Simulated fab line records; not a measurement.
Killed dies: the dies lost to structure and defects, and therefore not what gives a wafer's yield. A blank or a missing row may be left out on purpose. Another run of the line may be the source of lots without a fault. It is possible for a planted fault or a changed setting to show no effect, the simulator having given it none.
One fault through the eyes of 2 desks / flow n5_finfet / what lay behind the numbers comes last; until then each desk has only its own

## FROM THE METROLOGY DESK
What the gauges read, lot by lot, whatever tool the lot ran on: means of the sampled wafers that have a number. Marked OUT: a lot whose mean sits more than 4 standard deviations from the usual mean, which makes it out of limits; the brackets give that distance. 7 of its 11 readings are shown, namely those furthest out on some lot.
Columns: A = HK_THK at N5_HKMG_FIN_THK_MEAS_70, usual 1.620 nm; B = IOFF_P at N5_BEOL_M4_RC_MEAS_101, usual 0.21 nA/um; C = ION_N at N5_BEOL_M4_RC_MEAS_101, usual 677 uA/um; D = ION_P at N5_BEOL_M4_RC_MEAS_101, usual 464 uA/um; E = SS_P at N5_BEOL_M4_RC_MEAS_101, usual 73.3 mV/dec; F = VT_N at N5_BEOL_M4_RC_MEAS_101, usual 250 mV; G = VT_P at N5_BEOL_M4_RC_MEAS_101, usual -251 mV
lot=L471; first seen here=day 4 01:13; A=1.601; B=0.28; C=681; D=469; E=74.0; F=248; G=-244
lot=L474; first seen here=day 4 19:39; A=1.630; B=0.30; C=689; D=482; E=73.2; F=245; G=-241
lot=L478; first seen here=day 6 01:25; A=1.603; B=0.18; C=674; D=465; E=71.8; F=251; G=-252
lot=L479; first seen here=day 6 01:46; A=1.599; B=0.22; C=675; D=461; E=73.4; F=251; G=-251
lot=L480; first seen here=day 6 09:13; A=1.595; B=0.24; C=681; D=471; E=73.5; F=251; G=-249
lot=L485; first seen here=day 7 15:05; A=1.598; B=0.18; C=658; D=449; E=73.3; F=252; G=-254
lot=L486; first seen here=day 7 22:52; A=1.603; B=0.21; C=673; D=454; E=73.2; F=248; G=-250
lot=L490; first seen here=day 8 22:30; A=1.643; B=0.23; C=680; D=465; E=74.3; F=248; G=-247
lot=L491; first seen here=day 9 03:28; A=1.633; B=0.17; C=664; D=459; E=72.3; F=253; G=-254
lot=L493; first seen here=day 9 14:32; A=1.627; B=0.21; C=675; D=457; E=73.4; F=250; G=-254
This desk found nothing out of limits on any of the 10 lots.

## AT THE TOOL OWNER'S DESK: ald_metal-04
The tool's own readings at N5_HKMG_FIN_ALD_91 (deposits TiN, target thk 1 nm, pulse time 1 s, purge time 3 s): means of the sampled wafers that have a number, for each lot that ran on this tool. Marked OUT: a lot whose mean sits more than 4 standard deviations from the usual mean, which makes it out of limits; the brackets give that distance.
Columns: A = heater_power_outer_w at N5_HKMG_FIN_ALD_91, usual 527 W; B = heater_power_w at N5_HKMG_FIN_ALD_91, usual 867 W; C = precursor_pulse_height_rel at N5_HKMG_FIN_ALD_91, usual 0.998; D = susceptor_temp_C at N5_HKMG_FIN_ALD_91, usual 399.99 C
lot=L478; first seen here=day 6 03:22; A=546; B=893; C=0.985; D=399.94
lot=L480; first seen here=day 6 11:43; A=559; B=923; C=0.998; D=400.10
lot=L485; first seen here=day 7 17:11; A=580; B=976; C=1.008; D=-
lot=L486; first seen here=day 8 00:53; A=534; B=878; C=0.980; D=400.33
This desk found nothing out of limits on any of the 4 lots.

## BROUGHT TOGETHER
Metrology desk: nothing out of limits seen.
Nothing out of limits was seen by the tool owner's desk.

## WHAT HAD BEEN PUT IN BY THE SIMULATOR
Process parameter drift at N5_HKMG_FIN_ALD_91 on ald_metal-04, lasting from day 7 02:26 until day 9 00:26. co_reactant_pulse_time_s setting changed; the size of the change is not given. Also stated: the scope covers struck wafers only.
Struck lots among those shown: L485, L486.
